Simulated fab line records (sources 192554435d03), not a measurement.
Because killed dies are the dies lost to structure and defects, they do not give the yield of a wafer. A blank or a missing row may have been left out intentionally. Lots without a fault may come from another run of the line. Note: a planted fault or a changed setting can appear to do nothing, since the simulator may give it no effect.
fab line records	flow n5-finfet
record lots=7	wafers=39
route steps=1938 shown ZERO_LAYER@16 FIN_SAQP@125 SD_EPI_P@321 DUMMY_REMOVAL@382 GATE_CUT@510 BEOL_M2@918 BEOL_M4@1070 BEOL_M6@1194 BEOL_M8@1350 BEOL_M11@1592 BEOL_M14@1753 MIM_BOT_ETCH@1866 PASSIVATION@1936
start-h: the number of hours between the record's first day and the start of the first shown wafer of the lot	wait-h: how many hours have passed since the lot's step before this one	" unchanged from the row above	L1.1+2: a row that stands for several wafers	- either no value or no given start	* or withheld: withheld	< > ~ a bound
route shown NAME@n: a module of which the file shows steps, and the number in the route of the first	usual: mean and standard deviation over wafers with no fault	same: alike in all rows	chamber/n: place in a boat	sites: readings site by site	_std_site: standard deviation of those values	_edge_site: the outer-site mean with the inner-site mean subtracted	radius-mm: how far each site lies from the wafer's centre	mask NAME#n: copy n	behind: tool/chamber where the wafer was last shaped	hold: cause of the lot's hold/its duration in hours/its outcome	device: the n, p or np transistor that did not switch	end of line: tests of these same wafers at the route's end	for a step that has no rows: nothing shown but its recipe	killed: at the first sort, the dies lost to defects and structure; wafer yield is something else	map: a wafer's dies, x killed, . not, _ none there
set.NAME: the run value of the setting; set.NAME@STEP: its run value at that earlier step	model.NAME: the simulator's own value behind a step, which no gauge read
lots where settings were altered on purpose, with a table for each step and a row for each wafer
## steps
# step N5_ZERO_LAYER_ETCH_18
# recipe chemistry=HBr/Cl2	target=Si	target-depth-a=1200	time-s=40	pressure-mtorr=10	icp-w=800	bias-w=75	HBr_flow_sccm=150	Cl2_flow_sccm=80
# step N5_FIN_SAQP_SPACER1_ALD_24
# recipe material=SiO2	target-thk-a=203	temp-c=300	ald-precursor-family=BDEAS	ald-co-reactant=O2-plasma	pulse-time-s=1	purge-time-s=2	co-reactant-purge-time-s=2	ald-cycles=218	pressure-torr=2
# step N5_SD_EPI_P_EPI_21
# recipe material=SiGe:B	dopant=B	temp-c=550	pressure-torr=20	ambient=H2	time-s=355
# step N5_DUMMY_REMOVAL_PRECLEAN_08
# recipe chemistry=NF3:NH3	afs-cycles=2	temp-c=30	time-s=20	sublimation-temp-c=180	sublimation-time-s=60	pressure-torr=3	rf-power-w=30
# step N5_GATE_CUT_ALD_22
# recipe material=SiNx	target-thk-a=160	temp-c=400	ald-precursor-family=SiH2I2	ald-co-reactant=N2/H2-plasma	pulse-time-s=1	ald-cycles=320	purge-time-s=2	co-reactant-purge-time-s=2	pressure-torr=2
# step N5_BEOL_M2_SPUTTER_94
# recipe material=Cu	target-thk-a=45	temp-c=-20	chamber-pressure-pa=0.07	power-w=withheld	time-s=8.29
# step N5_BEOL_M4_TRENCH_ETCH_37
# recipe chemistry=C4F6/O2	target-depth-a=555.55	target=SiOC	time-s=29.2	ion-energy-ev=250	pressure-mtorr=30	source-w=355	bias-w=185	Ar_flow_sccm=300	C4F6_flow_sccm=10	O2_flow_sccm=10
# step N5_BEOL_M6_ILD_DEP_00
# recipe material=SiCOH_lowk	target-thk-a=1797.5	temp-c=300	precursor=DEMS/porogen	pressure-torr=5	rf-w=500	time-s=33.4
# step N5_BEOL_M8_ETCH_62
# recipe chemistry=N2/H2	target=SOC	target-depth-a=1100	overetch-a=220	mask-material=SiARC	temp-c=40	time-s=165	ion-energy-ev=200	pressure-mtorr=30	source-w=840	bias-w=150	n2-flow-sccm=200	h2-flow-sccm=200
# step N5_BEOL_M8_CVD_78
# recipe material=Co	target-thk-a=20	temp-c=withheld	precursor=CCTBA/H2	pressure-torr=30	time-s=142.3
# step N5_BEOL_M11_CVD_75
# recipe material=Co	target-thk-a=20	temp-c=withheld	precursor=CCTBA/H2	pressure-torr=30	time-s=138.9
# step N5_BEOL_M14_TRENCH_ETCH_34
# recipe chemistry=C4F8/O2/Ar	target=SiO2	target-depth-a=5566.5	mask-material=SOC	he-inner-torr=15	he-outer-torr=30	time-s=126.9	ion-energy-ev=800	pressure-mtorr=20	source-w=1905	bias-w=2040	Ar_flow_sccm=400	C4F8_flow_sccm=16	O2_flow_sccm=12
# step N5_MIM_BOT_ETCH_ETCH_04
# recipe chemistry=CF4/O2	target=SiNx	target-depth-a=260	time-s=13	ion-energy-ev=100	pressure-mtorr=40	source-w=535	bias-w=49	Ar_flow_sccm=100	cf4-flow-sccm=100	O2_flow_sccm=10
# step N5_PASSIVATION_PROBE_49
# usual sort_bin_5_function=5.3/1
lot.wafer	tool	chamber	start-h	wait-h	set.target-depth-a@ZERO_LAYER_ETCH_18	set.ald-cycles@FIN_SAQP_SPACER1_ALD_24	set.epi-growth-time-s@SD_EPI_P_EPI_21	set.time-s@DUMMY_REMOVAL_PRECLEAN_08	set.ald-cycles@GATE_CUT_ALD_22	set.time-s@BEOL_M2_SPUTTER_94	set.time-s@BEOL_M4_TRENCH_ETCH_37	set.target-thk-a@BEOL_M6_ILD_DEP_00	set.time-s@BEOL_M8_ETCH_62	set.target-thk-a@BEOL_M8_CVD_78	set.target-thk-a@BEOL_M11_CVD_75	set.time-s@BEOL_M14_TRENCH_ETCH_34	set.time-s@MIM_BOT_ETCH_ETCH_04	sort_bin_5_function[%]
L075.1	prober-02	-	294.01	0.0	1200	218	355	20	320	8.29	29.2	1797.5	165	20	20	126.9	13	6.9
L075.3	prober-02	-	294.11	0.1	1200	218	355	20	320	8.29	29.2	1797.5	165	20	20	126.9	13	6.0
L075.4	prober-02	-	294.16	0.2	1200	218	355	20	320	8.29	29.2	1797.5	165	20	20	126.9	13	4.9
L077.1	prober-01	-	297.32	0.0	691.4	218	413.9	20	320	9.593	29.2	1797.5	165	20	12.07	126.9	13	5.3
L077.2	prober-01	-	297.37	0.1	691.4	218	355	20	152	8.29	29.2	1797.5	165	20	20	126.9	13	5.8
L077.3	prober-01	-	297.42	0.1	1200	218	355	15.08	320	8.29	29.2	1797.5	165	20	20	79.59	9.056	6.2
L077.4	prober-01	-	297.47	0.2	691.4	218	355	15.08	320	9.593	29.2	1797.5	165	20	12.07	79.59	13	4.7
L077.5	prober-01	-	297.52	0.2	1200	218	413.9	15.08	152	8.29	29.2	1797.5	165	20	12.07	126.9	9.056	8.6
L077.6	prober-01	-	297.57	0.3	1200	218	413.9	20	152	9.593	29.2	1797.5	165	20	20	79.59	9.056	6.1
L078.1	prober-02	-	306.75	0.0	1483	218	355	9.224	497	3.389	29.2	1797.5	165	9.01	20	126.9	13	5.8
L078.2	prober-02	-	306.80	0.1	1200	218	523	20	320	3.389	29.2	1797.5	115.6	9.01	24.52	67.69	13	94.0
L078.3	prober-02	-	306.85	0.1	1200	218	355	9.224	320	8.29	29.2	1797.5	115.6	20	24.52	126.9	13	87.4
L078.4	prober-02	-	306.90	0.2	1483	218	355	20	320	3.389	29.2	1797.5	165	20	20	67.69	13	4.9
L078.5	prober-02	-	306.95	0.2	1483	218	523	9.224	497	8.29	29.2	1797.5	165	9.01	24.52	67.69	13	6.8
L078.6	prober-02	-	307.00	0.3	1200	218	523	20	497	8.29	29.2	1797.5	115.6	20	20	126.9	13	92.4
L079.1	prober-02	-	320.22	0.0	757.8	115	355	20	320	8.29	29.2	1797.5	165	10.47	20	126.9	13	95.3
L079.2	prober-02	-	320.27	0.1	757.8	218	355	20	320	11.07	29.2	1082	165	10.47	16.74	126.9	17.77	5.6
L079.3	prober-02	-	320.32	0.1	757.8	218	355	20	451	11.07	29.2	1797.5	165	20	16.74	126.9	13	4.7
L079.4	prober-02	-	320.37	0.2	1200	115	355	20	451	11.07	29.2	1797.5	165	20	20	70.51	17.77	96.5
L079.5	prober-02	-	320.42	0.2	1200	115	355	20	320	8.29	29.2	1082	165	20	20	70.51	17.77	96.4
L079.6	prober-02	-	320.47	0.3	1200	218	355	20	451	8.29	29.2	1082	165	10.47	16.74	70.51	13	4.7
L082.1	prober-01	-	322.65	0.0	1200	218	355	20	320	5.598	29.2	1797.5	165	12.16	20	126.9	13	6.7
L082.2	prober-01	-	322.70	0.1	1200	337	355	20	320	8.29	29.2	1797.5	110.7	20	20	126.9	17.2	96.4
L082.3	prober-01	-	322.75	0.1	1200	218	355	20	320	8.29	29.2	2774	110.7	20	30.33	73.96	13	97.2
L082.4	prober-01	-	322.80	0.2	1200	337	542.6	20	320	5.598	29.2	2774	110.7	12.16	20	73.96	17.2	97.2
L082.5	prober-01	-	322.85	0.2	1200	218	542.6	20	320	5.598	29.2	2774	165	20	30.33	126.9	13	95.6
L082.6	prober-01	-	322.90	0.3	1200	337	542.6	20	320	8.29	29.2	1797.5	165	12.16	30.33	73.96	17.2	96.5
L081.1	prober-02	-	327.84	0.0	1821	140	178.5	20	320	8.29	29.2	1797.5	165	15.22	20	61.01	13	96.7
L081.2	prober-02	-	327.89	0.1	1200	218	355	20	320	6.859	38.6	1797.5	165	20	20	126.9	13	4.8
L081.3	prober-02	-	327.94	0.1	1200	218	355	13.46	512	8.29	38.6	1797.5	165	20	20	126.9	13	4.0
L081.4	prober-02	-	327.99	0.2	1821	140	355	20	512	8.29	38.6	1797.5	165	15.22	8.488	61.01	13	96.8
L081.5	prober-02	-	328.04	0.2	1821	218	178.5	13.46	512	6.859	29.2	1797.5	165	20	8.488	61.01	13	5.8
L081.6	prober-02	-	328.09	0.3	1200	140	178.5	13.46	320	6.859	29.2	1797.5	165	15.22	8.488	126.9	13	96.7
L084.1	prober-02	-	333.56	0.4	1200	218	355	29.43	153	12.05	44.89	1797.5	165	26.82	16.96	126.9	13	4.6
L084.2	prober-02	-	333.61	0.4	712.7	91	355	29.43	320	8.29	29.2	850.8	133.7	26.82	20	126.9	16.72	97.0
L084.3	prober-02	-	333.66	0.5	712.7	218	243	20	153	8.29	29.2	850.8	165	20	16.96	171.5	16.72	3.9
L084.4	prober-02	-	333.71	0.5	1200	91	355	20	153	8.29	44.89	1797.5	133.7	26.82	16.96	171.5	13	97.0
L084.5	prober-02	-	333.76	0.6	1200	91	243	29.43	320	12.05	44.89	850.8	165	20	20	171.5	16.72	96.5
L084.6	prober-02	-	333.81	0.6	712.7	218	243	20	320	12.05	29.2	1797.5	133.7	20	20	126.9	13	4.2
# killed by level:class
L075.1 STI_FIN_REVEAL:geometric-particle:open=29 BEOL_M0_SAQP:geometric-particle:short=10 BEOL_M0_SAQP:geometric-particle:open=9 MOL_CONTACT_COAG:geometric-particle:open=7 BEOL_M1:geometric-particle:open=7 BEOL_M2:geometric-particle:open=7 FIN_SAQP:geometric-particle:open=5 DUMMY_GATE:geometric-particle:open=5
L075.3 STI_FIN_REVEAL:geometric-particle:open=18 BEOL_M0_SAQP:geometric-particle:open=13 MOL_CONTACT_COAG:geometric-particle:open=11 BEOL_M0_SAQP:geometric-particle:short=11 HKMG_FIN:area-etch=8 BEOL_M2:geometric-particle:open=7 STI_FIN_REVEAL:geometric-particle:short=5 GATE_CUT:geometric-particle:short=5
L075.4 BEOL_M0_SAQP:geometric-particle:open=10 BEOL_M0_SAQP:geometric-particle:short=9 DUMMY_GATE:geometric-particle:open=8 BEOL_M3:geometric-particle:open=8 MOL_CONTACT_COAG:geometric-particle:open=7 BEOL_M2:geometric-particle:open=7 STI_FIN_REVEAL:geometric-particle:open=6 STARTING-WAFER:geometric-particle:open=5
L077.1 STI_FIN_REVEAL:geometric-particle:open=21 MOL_CONTACT_COAG:geometric-particle:open=15 BEOL_M3:geometric-particle:open=8 FIN_SAQP:geometric-particle:open=7 BEOL_M1:geometric-particle:open=7 FIN_SAQP:geometric-particle:short=6 BEOL_M3:geometric-particle:short=5 DUMMY_GATE:geometric-particle:open=4
L077.2 MOL_CONTACT_COAG:geometric-particle:open=16 STI_FIN_REVEAL:geometric-particle:open=10 DUMMY_GATE:geometric-particle:open=7 BEOL_M2:geometric-particle:open=7 BEOL_M1:geometric-particle:open=7 FIN_SAQP:geometric-particle:short=6 BEOL_M0_SAQP:geometric-particle:open=5 BEOL_M1:geometric-particle:short=5
L077.3 BEOL_M14:area-ecd=17 STI_FIN_REVEAL:geometric-particle:open=10 MOL_CONTACT_COAG:geometric-particle:open=10 MIM_BOT_ETCH:area-etch=10 FIN_SAQP:geometric-particle:open=9 BEOL_M1:geometric-particle:open=7 BEOL_M2:geometric-particle:open=6 DUMMY_GATE:geometric-particle:open=5
L077.4 MOL_CONTACT_COAG:geometric-particle:open=12 BEOL_M3:geometric-particle:open=11 FIN_SAQP:geometric-particle:open=9 FIN_SAQP:geometric-particle:short=7 STI_FIN_REVEAL:geometric-particle:open=6 BEOL_M0_SAQP:geometric-particle:open=5 BEOL_M0_SAQP:geometric-particle:short=5 BEOL_M14:area-ecd=5
L077.5 MIM_BOT_ETCH:area-etch=47 BEOL_M1:geometric-particle:open=10 BEOL_M3:geometric-particle:open=9 FIN_SAQP:geometric-particle:open=8 BEOL_M2:geometric-particle:open=7 BEOL_M0_SAQP:geometric-particle:short=7 BEOL_M0_SAQP:geometric-particle:open=7 FIN_SAQP:geometric-particle:short=5
L077.6 BEOL_M14:area-ecd=20 BEOL_M0_SAQP:geometric-particle:open=12 BEOL_M1:geometric-particle:open=12 BEOL_M0_SAQP:geometric-particle:short=9 FIN_SAQP:geometric-particle:short=8 STI_FIN_REVEAL:geometric-particle:open=8 MOL_CONTACT_COAG:geometric-particle:open=8 BEOL_M3:geometric-particle:open=7
L078.1 BEOL_M0_SAQP:geometric-particle:open=16 BEOL_M8:interface-void-opened=16 FIN_SAQP:geometric-particle:short=15 FIN_SAQP:geometric-particle:open=13 BEOL_M2:geometric-particle:open=8 BEOL_M1:geometric-particle:open=7 MOL_CONTACT_COAG:geometric-particle:open=6 BEOL_M0_SAQP:geometric-particle:short=4
L078.2 BEOL_M8:area-etch=1012 FIN_SAQP:geometric-particle:open=37 MOL_CONTACT_COAG:geometric-particle:open=19 FIN_SAQP:geometric-particle:short=11 BEOL_M3:geometric-particle:open=9 BEOL_M0_SAQP:geometric-particle:short=9 BEOL_M0_SAQP:geometric-particle:open=9 BEOL_M2:geometric-particle:open=9
L078.3 BEOL_M8:area-etch=970 FIN_SAQP:geometric-particle:open=19 MOL_CONTACT_COAG:geometric-particle:open=14 BEOL_M0_SAQP:geometric-particle:short=13 FIN_SAQP:geometric-particle:short=7 BEOL_M0_SAQP:geometric-particle:open=6 BEOL_M1:geometric-particle:open=5 BEOL_M2:geometric-particle:open=5
L078.4 BEOL_M14:area-ecd=28 MOL_CONTACT_COAG:geometric-particle:open=15 FIN_SAQP:geometric-particle:open=11 FIN_SAQP:geometric-particle:short=6 MOL_CONTACT_COAG:geometric-particle:short=6 BEOL_M0_SAQP:geometric-particle:short=6 BEOL_M0_SAQP:geometric-particle:open=5 BEOL_M2:geometric-particle:open=4
L078.5 BEOL_M8:interface-void-opened=51 BEOL_M14:area-ecd=42 MOL_CONTACT_COAG:geometric-particle:open=10 BEOL_M0_SAQP:geometric-particle:short=9 BEOL_M1:geometric-particle:open=6 STI_FIN_REVEAL:geometric-particle:open=5 MOL_CONTACT_COAG:geometric-particle:short=5 BEOL_M2:geometric-particle:open=5
L078.6 BEOL_M8:area-etch=1030 BEOL_M0_SAQP:geometric-particle:short=23 MOL_CONTACT_COAG:geometric-particle:open=14 BEOL_M2:geometric-particle:open=13 BEOL_M0_SAQP:geometric-particle:open=8 STI_FIN_REVEAL:geometric-particle:open=5 BEOL_M1:geometric-particle:open=5 GATE_CUT:geometric-particle:open=4
L079.1 FIN_SAQP:area-ald=1059 BEOL_M0_SAQP:geometric-particle:short=14 BEOL_M3:geometric-particle:open=12 BEOL_M8:interface-void-opened=10 BEOL_M0_SAQP:geometric-particle:open=9 FIN_SAQP:geometric-particle:open=7 STI_FIN_REVEAL:geometric-particle:open=7 BEOL_M1:geometric-particle:open=7
L079.2 BEOL_M6:area-dep=851 BEOL_M0_SAQP:geometric-particle:short=15 STI_FIN_REVEAL:geometric-particle:open=12 BEOL_M8:interface-void-opened=11 FIN_SAQP:geometric-particle:open=10 MOL_CONTACT_COAG:geometric-particle:open=7 BEOL_M0_SAQP:geometric-particle:open=6 FIN_SAQP:geometric-particle:short=5
L079.3 BEOL_M3:geometric-particle:open=11 FIN_SAQP:geometric-particle:open=9 BEOL_M2:geometric-particle:open=9 MOL_CONTACT_COAG:geometric-particle:open=7 STI_FIN_REVEAL:geometric-particle:open=6 BEOL_M0_SAQP:geometric-particle:open=6 BEOL_M1:geometric-particle:open=6 BEOL_M5:geometric-particle:open=5
L079.4 FIN_SAQP:area-ald=1073 DUMMY_GATE:geometric-particle:open=13 FIN_SAQP:geometric-particle:open=12 MOL_CONTACT_COAG:geometric-particle:open=10 BEOL_M0_SAQP:geometric-particle:short=10 BEOL_M0_SAQP:geometric-particle:open=7 BEOL_M3:geometric-particle:open=7 FIN_SAQP:geometric-particle:short=6
L079.5 FIN_SAQP:area-ald=1086 MOL_CONTACT_COAG:geometric-particle:open=16 BEOL_M3:geometric-particle:open=13 STARTING-WAFER:geometric-particle:short=5 BEOL_M0_SAQP:geometric-particle:short=5 BEOL_M1:geometric-particle:open=5 STI_FIN_REVEAL:geometric-particle:open=4 DUMMY_GATE:geometric-particle:open=4
L079.6 BEOL_M6:area-dep=585 FIN_SAQP:geometric-particle:open=10 BEOL_M3:geometric-particle:open=10 BEOL_M14:area-ecd=9 BEOL_M0_SAQP:geometric-particle:short=8 DUMMY_GATE:geometric-particle:open=6 BEOL_M2:geometric-particle:open=6 STI_FIN_REVEAL:geometric-particle:open=5
L082.1 MOL_CONTACT_COAG:geometric-particle:open=18 STI_FIN_REVEAL:geometric-particle:open=12 FIN_SAQP:geometric-particle:open=8 FIN_SAQP:geometric-particle:short=7 BEOL_M2:geometric-particle:open=5 BEOL_M3:geometric-particle:open=5 GATE_CUT:geometric-particle:open=4 BEOL_M0_SAQP:geometric-particle:open=4
L082.2 FIN_SAQP:area-ald=1085 MOL_CONTACT_COAG:geometric-particle:open=10 BEOL_M0_SAQP:geometric-particle:open=8 BEOL_M0_SAQP:geometric-particle:short=7 STI_FIN_REVEAL:geometric-particle:open=6 GATE_CUT:geometric-particle:short=6 BEOL_M1:geometric-particle:short=6 BEOL_M2:geometric-particle:open=5
L082.3 BEOL_M6:area-etch=1092 MOL_CONTACT_COAG:geometric-particle:open=13 FIN_SAQP:geometric-particle:short=12 FIN_SAQP:geometric-particle:open=7 STI_FIN_REVEAL:geometric-particle:open=5 BEOL_M1:geometric-particle:short=5 GATE_CUT:geometric-particle:short=5 DUMMY_GATE:geometric-particle:open=4
L082.4 FIN_SAQP:area-ald=1096 STI_FIN_REVEAL:geometric-particle:open=12 MOL_CONTACT_COAG:geometric-particle:open=12 BEOL_M0_SAQP:geometric-particle:short=6 BEOL_M2:geometric-particle:open=6 BEOL_M0_SAQP:geometric-particle:open=5 BEOL_M3:geometric-particle:open=4 STARTING-WAFER:geometric-particle:open=3
L082.5 BEOL_M6:area-etch=1053 MOL_CONTACT_COAG:geometric-particle:open=18 STI_FIN_REVEAL:geometric-particle:open=16 BEOL_M0_SAQP:geometric-particle:short=13 FIN_SAQP:geometric-particle:short=11 BEOL_M0_SAQP:geometric-particle:open=10 MOL_CONTACT_COAG:geometric-particle:short=7 FIN_SAQP:geometric-particle:open=5
L082.6 FIN_SAQP:area-ald=1085 MOL_CONTACT_COAG:geometric-particle:open=14 STI_FIN_REVEAL:geometric-particle:open=13 FIN_SAQP:geometric-particle:short=7 BEOL_M2:geometric-particle:open=7 BEOL_M4:geometric-particle:open=6 GATE_CUT:geometric-particle:short=5 ILD0:geometric-particle:open=4
L081.1 FIN_SAQP:area-ald=1092 MOL_CONTACT_COAG:geometric-particle:open=14 BEOL_M2:geometric-particle:open=9 STI_FIN_REVEAL:geometric-particle:open=7 BEOL_M0_SAQP:geometric-particle:open=6 BEOL_M3:geometric-particle:open=6 BEOL_M1:geometric-particle:open=5 BEOL_M4:geometric-particle:open=4
L081.2 BEOL_M0_SAQP:geometric-particle:open=13 BEOL_M0_SAQP:geometric-particle:short=12 BEOL_M3:geometric-particle:open=9 STI_FIN_REVEAL:geometric-particle:open=8 MOL_CONTACT_COAG:geometric-particle:open=7 FIN_SAQP:geometric-particle:short=4 ILD0:geometric-particle:open=4 BEOL_M1:geometric-particle:open=4
L081.3 BEOL_M2:geometric-particle:open=10 BEOL_M1:geometric-particle:open=9 FIN_SAQP:geometric-particle:short=8 BEOL_M0_SAQP:geometric-particle:short=8 MOL_CONTACT_COAG:geometric-particle:open=8 BEOL_M0_SAQP:geometric-particle:open=8 STI_FIN_REVEAL:geometric-particle:open=6 BEOL_M2:geometric-particle:short=5
L081.4 FIN_SAQP:area-ald=1090 BEOL_M2:geometric-particle:open=16 BEOL_M0_SAQP:geometric-particle:open=10 STI_FIN_REVEAL:geometric-particle:open=8 MOL_CONTACT_COAG:geometric-particle:open=8 FIN_SAQP:geometric-particle:short=7 BEOL_M11:interface-void-opened=6 BEOL_M1:geometric-particle:open=4
L081.5 BEOL_M14:area-ecd=178 BEOL_M11:interface-void-opened=20 BEOL_M0_SAQP:geometric-particle:short=13 DUMMY_GATE:geometric-particle:open=10 BEOL_M0_SAQP:geometric-particle:open=10 BEOL_M4:geometric-particle:open=8 STI_FIN_REVEAL:geometric-particle:open=6 BEOL_M1:geometric-particle:open=6
L081.6 FIN_SAQP:area-ald=1079 BEOL_M1:geometric-particle:open=11 STI_FIN_REVEAL:geometric-particle:open=10 BEOL_M0_SAQP:geometric-particle:short=9 BEOL_M0_SAQP:geometric-particle:open=9 BEOL_M2:geometric-particle:open=7 STARTING-WAFER:geometric-particle:short=6 BEOL_M4:geometric-particle:open=5
L084.1 BEOL_M3:geometric-particle:open=12 BEOL_M4:geometric-particle:open=8 BEOL_M2:geometric-particle:open=8 STI_FIN_REVEAL:geometric-particle:open=7 MOL_CONTACT_COAG:geometric-particle:open=4 BEOL_M0_SAQP:geometric-particle:open=4 GATE_CUT:geometric-particle:short=3 MOL_CONTACT_COAG:geometric-particle:short=3
L084.2 FIN_SAQP:area-ald=1095 MOL_CONTACT_COAG:geometric-particle:open=13 BEOL_M0_SAQP:geometric-particle:short=11 BEOL_M4:geometric-particle:open=11 BEOL_M0_SAQP:geometric-particle:open=8 GATE_CUT:geometric-particle:short=4 FIN_SAQP:geometric-particle:short=3 GATE_CUT:geometric-particle:open=3
L084.3 BEOL_M6:area-dep=1089 BEOL_M0_SAQP:geometric-particle:short=9 MOL_CONTACT_COAG:geometric-particle:open=8 BEOL_M0_SAQP:geometric-particle:open=7 BEOL_M2:geometric-particle:open=7 BEOL_M3:geometric-particle:open=7 BEOL_M0:geometric-particle:open=6 BEOL_M1:geometric-particle:open=4
L084.4 FIN_SAQP:area-ald=1088 MOL_CONTACT_COAG:geometric-particle:open=11 BEOL_M4:geometric-particle:open=11 BEOL_M0_SAQP:geometric-particle:open=8 BEOL_M2:geometric-particle:open=6 DUMMY_GATE:geometric-particle:open=5 GATE_CUT:geometric-particle:short=5 BEOL_M0:geometric-particle:open=5
L084.5 FIN_SAQP:area-ald=1080 BEOL_M4:geometric-particle:open=12 MOL_CONTACT_COAG:geometric-particle:open=11 BEOL_M2:geometric-particle:open=9 STI_FIN_REVEAL:geometric-particle:open=7 DUMMY_GATE:geometric-particle:open=7 FIN_SAQP:geometric-particle:short=5 BEOL_M1:geometric-particle:open=5
L084.6 BEOL_M2:geometric-particle:open=10 BEOL_M3:geometric-particle:open=9 BEOL_M0_SAQP:geometric-particle:short=8 STARTING-WAFER:geometric-particle:open=7 BEOL_M4:geometric-particle:open=7 MOL_CONTACT_COAG:geometric-particle:open=6 DUMMY_GATE:geometric-particle:open=5 BEOL_M0_SAQP:geometric-particle:open=4
## key
split step=N5_ZERO_LAYER_ETCH_18	setting=target-depth-a	stated-as=1200
response none clear
split step=N5_FIN_SAQP_SPACER1_ALD_24	setting=ald-cycles	stated-as=218
response step=N5_PASSIVATION_PROBE_49	reading=sort_bin_5_function	slope=-1.24	per=1%	together-with=all	explained=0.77
split step=N5_SD_EPI_P_EPI_21	setting=epi-growth-time-s	stated-as=355
response none clear
split step=N5_DUMMY_REMOVAL_PRECLEAN_08	setting=time-s	stated-as=20
response none clear
split step=N5_GATE_CUT_ALD_22	setting=ald-cycles	stated-as=320
response none clear
split step=N5_BEOL_M2_SPUTTER_94	setting=time-s	stated-as=8.29
response none clear
split step=N5_BEOL_M4_TRENCH_ETCH_37	setting=time-s	stated-as=29.2
response none clear
split step=N5_BEOL_M6_ILD_DEP_00	setting=target-thk-a	stated-as=1797.5
response none clear
split step=N5_BEOL_M8_ETCH_62	setting=time-s	stated-as=165
response none clear
split step=N5_BEOL_M8_CVD_78	setting=target-thk-a	stated-as=20
response none clear
split step=N5_BEOL_M11_CVD_75	setting=target-thk-a	stated-as=20
response none clear
split step=N5_BEOL_M14_TRENCH_ETCH_34	setting=time-s	stated-as=126.9
response none clear
split step=N5_MIM_BOT_ETCH_ETCH_04	setting=time-s	stated-as=13
response none clear
